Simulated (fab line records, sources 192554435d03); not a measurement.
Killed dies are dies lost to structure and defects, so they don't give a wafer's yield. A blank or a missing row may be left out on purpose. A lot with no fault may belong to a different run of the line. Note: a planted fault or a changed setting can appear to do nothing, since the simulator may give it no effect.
Chamber matching    flow n5Finfet    4 sister chambers for N5_HKMG_FIN_NWFM_ALD_20 on aldMetal-03
The step deposits TiAlC, target thk 2 nm, pulse time 3 s, purge time 2 s. 4 wafers are shown with their chamber, then 10 later ones without.

WAFERS WITH THEIR CHAMBER
wafer   chamber  heaterPowerW (W)
L082.2  1        557
L084.4  3        562
L086.4  0        562
L086.5  2        518

WAFERS WITH NO CHAMBER GIVEN
wafer   heaterPowerW (W)
L086.6  555
L088.2  568
L088.3  546
L088.5  564
L089.3  514
L089.4  557
L089.5  567
L096.4  524
L096.5  554
L096.6  519

EACH ONE'S CHAMBER
wafer   from the rows above           in truth
L086.6  can't be placed: 1 or 0 or 3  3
L088.2  can't be placed: 0 or 3 or 1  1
L088.3  can't be placed: 1 or 0 or 3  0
L088.5  can't be placed: 0 or 3 or 1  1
L089.3  2                             2
L089.4  can't be placed: 1 or 0 or 3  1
L089.5  can't be placed: 0 or 3 or 1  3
L096.4  2                             2
L096.5  can't be placed: 1 or 0 or 3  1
L096.6  2                             2
3 of 10 placed correctly. Can't be placed from these rows: 7 (the true chamber is among the candidates in 7). Wrongly placed: 0.
How it was worked out, from the rows above alone: a wafer's distance from a chamber is the root of the sum, over the readings, of the square of ((its reading less the chamber's mean) divided by the reading's scatter). The wafer belongs to the nearest chamber; if the next one is less than 2 further off, it can't be placed. A chamber's mean is the mean of its shown wafers. The scatter: with one shown wafer a chamber, the root of the mean of the squares of how far each hidden wafer lies from its nearest shown one.
